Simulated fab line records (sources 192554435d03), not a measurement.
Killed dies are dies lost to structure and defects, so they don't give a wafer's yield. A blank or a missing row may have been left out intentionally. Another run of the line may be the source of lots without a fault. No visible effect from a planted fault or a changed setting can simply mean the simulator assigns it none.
Matching of chambers -- flow n5Finfet -- N5_BEOL_M7_ETCH_65 on rieDiel-05 has 4 sister chambers
The step etches SiARC in CF4, target depth 15.6 nm, time 26 s. 14 wafers are shown with their chamber, then 7 later ones without.

## WAFERS PAIRED WITH THEIR CHAMBERS
wafer,chamber,showerheadPlenumPTorr (Torr),throttleValvePct (%),oesProductAu (a.u.)
L075.2,2,1.97,15.3,0.64
L075.5,1,2.03,16.1,0.61
L075.6,0,2.09,15.3,0.76
L079.2,0,2.09,15.3,0.75
L079.4,2,1.97,15.3,0.64
L079.6,1,2.03,16.1,0.61
L082.1,1,2.03,16.1,0.61
L082.4,3,2.24,16.0,0.64
L082.5,0,2.09,15.3,0.76
L083.1,1,2.03,16.1,0.62
L083.4,0,2.09,15.3,0.76
L083.5,3,2.24,16.0,0.63
L085.3,3,2.23,16.1,0.62
L085.4,3,2.23,16.1,0.62

SIGNATURES, as means of the wafers listed above
reading,chamber 0,chamber 1,chamber 2,chamber 3,scatter within a chamber
showerheadPlenumPTorr,2.0900,2.0300,1.9700,2.2350,0.00316
throttleValvePct,15.300,16.100,15.300,16.050,0.0316
oesProductAu,0.7575,0.6125,0.6400,0.6275,0.00652
Rule: a wafer's distance from a chamber is the root of the sum, over the readings, of the square of ((its reading less the chamber's mean) divided by the reading's scatter). If the next closest chamber is less than 2 further off than the closest, the wafer can't be placed; otherwise it belongs to the closest. The scatter: the root of (the sum of the squares of (reading less its chamber's mean) over the shown wafers, divided by (wafers less chambers)).

## WAFERS WITH NO CHAMBER GIVEN
wafer,showerheadPlenumPTorr (Torr),throttleValvePct (%),oesProductAu (a.u.)
L085.5,2.03,16.1,0.62
L087.1,2.09,15.3,0.75
L087.4,2.03,16.1,0.60
L087.6,2.03,16.1,0.60
L089.2,1.96,15.4,0.62
L089.4,2.03,16.1,0.60
L089.6,2.03,16.1,0.60

## WHICH CHAMBER EACH WENT THROUGH
wafer,from the rows above,in truth
L085.5,1,1
L087.1,0,0
L087.4,1,1
L087.6,1,1
L089.2,2,2
L089.4,1,1
L089.6,1,1
Correct placement for 7 of the 7. From these rows, 0 cannot be placed. Wrongly placed: 0.
